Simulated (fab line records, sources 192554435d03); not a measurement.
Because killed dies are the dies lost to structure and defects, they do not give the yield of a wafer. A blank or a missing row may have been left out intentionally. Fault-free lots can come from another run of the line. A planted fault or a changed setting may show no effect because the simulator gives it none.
Matching of chambers	flow n5Finfet	N5_BEOL_M8_VIA_ETCH_34 on rieDiel-05 has 4 sister chambers
The step etches SiCOH lowk in C4F6/O2, target depth 125.5 nm, time 50.5 s. 14 wafers are shown with their chamber, then 7 later ones without.

## EACH WAFER AND ITS CHAMBER
wafer	chamber	showerheadPlenumPTorr (Torr)	drypumpMotorCurrentA (A)	rfVppV (V)
L077.1	1	2.75	5.7	637
L077.3	3	3.00	4.6	669
L077.6	0	2.76	6.2	647
L079.3	2	3.01	5.6	679
L079.4	2	3.01	5.6	679
L079.6	3	3.00	4.6	669
L080.1	1	2.75	5.6	639
L080.3	2	3.01	5.6	677
L080.6	2	3.01	5.6	678
L082.1	0	2.76	6.2	646
L082.2	3	3.00	4.6	669
L082.4	2	3.01	5.6	679
L089.2	1	2.74	5.6	638
L089.3	3	2.99	4.6	670

SIGNATURES (averages over the wafers above)
reading	chamber 0	chamber 1	chamber 2	chamber 3	scatter within a chamber
showerheadPlenumPTorr	2.7600	2.7467	3.0100	2.9975	0.00376
drypumpMotorCurrentA	6.200	5.633	5.600	4.600	0.0258
rfVppV	646.50	638.00	678.40	669.25	0.803
Rule: a wafer's distance from a chamber is the root of the sum, over the readings, of the square of ((its reading less the chamber's mean) divided by the reading's scatter). If the next closest chamber is less than 2 further off than the closest, the wafer can't be placed; otherwise it belongs to the closest. How the scatter is found: for the shown wafers, subtract from each reading the mean of its chamber, square and add these, divide the total by (wafers less chambers), then take the root.

## WAFERS WHOSE CHAMBER IS MISSING
wafer	showerheadPlenumPTorr (Torr)	drypumpMotorCurrentA (A)	rfVppV (V)
L089.4	2.75	6.2	647
L091.3	2.75	6.2	645
L091.5	3.00	5.6	678
L091.6	2.74	5.6	637
L097.2	2.75	6.2	646
L097.4	2.98	4.6	668
L097.5	2.73	5.7	637

## WHICH CHAMBER EACH WENT THROUGH
wafer	from the rows above	in truth
L089.4	0	0
L091.3	0	0
L091.5	2	2
L091.6	1	1
L097.2	0	0
L097.4	3	3
L097.5	1	1
Correct placement for 7 of the 7. From these rows, 0 cannot be placed. Placed wrongly: 0.
